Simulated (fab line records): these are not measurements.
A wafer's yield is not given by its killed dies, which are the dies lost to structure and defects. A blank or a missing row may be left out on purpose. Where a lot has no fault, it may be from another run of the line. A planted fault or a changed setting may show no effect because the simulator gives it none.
Matching of chambers + flow nand-harc + NHARC_A_STAIRCASE_DEP_417 on pecvd-04 has 3 sister chambers
The step deposits Si3N4, target thk 60 nm. 6 wafers are shown with their chamber, then 7 later ones without.

## EACH WAFER AND ITS CHAMBER
| wafer  | chamber | heater-power-w (W) | heater-power-outer-w (W) |
|--------|---------|--------------------|--------------------------|
| L657.5 | 0       | 884                | 465                      |
| L664.1 | 2       | 634                | 417                      |
| L664.2 | 1       | 688                | 408                      |
| L664.3 | 0       | 948                | 497                      |
| L667.2 | 1       | 751                | 467                      |
| L667.3 | 2       | 673                | 460                      |

## WAFERS WITH NO CHAMBER GIVEN
| wafer  | heater-power-w (W) | heater-power-outer-w (W) |
|--------|--------------------|--------------------------|
| L667.5 | 775                | 473                      |
| L669.3 | 938                | 505                      |
| L669.5 | 926                | 504                      |
| L669.6 | 762                | 491                      |
| L668.1 | 826                | 532                      |
| L668.3 | 617                | 390                      |
| L668.4 | 610                | 399                      |

## THE CHAMBER EACH PASSED THROUGH
| wafer  | from the rows above          | in truth |
|--------|------------------------------|----------|
| L667.5 | can't be placed: 1 or 2 or 0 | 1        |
| L669.3 | 0                            | 0        |
| L669.5 | 0                            | 0        |
| L669.6 | can't be placed: 1 or 2 or 0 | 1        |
| L668.1 | can't be placed: 0 or 1      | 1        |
| L668.3 | can't be placed: 2 or 1      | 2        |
| L668.4 | can't be placed: 2 or 1      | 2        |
2 of 7 placed correctly. Unplaceable from these rows: 5, with the true chamber sitting among the candidates in 5. Wrongly placed: 0.
How it was worked out, from the rows above alone: a wafer's distance from a chamber is the root of the sum, over the readings, of the square of ((its reading less the chamber's mean) divided by the reading's scatter). The wafer belongs to the nearest chamber; if the next one is less than 2 further off, it can't be placed. Each chamber's mean is taken over the wafers shown for it. The scatter is the square root of a quotient: the sum, over the shown wafers, of each reading's squared deviation from its chamber's mean, divided by wafers minus chambers.
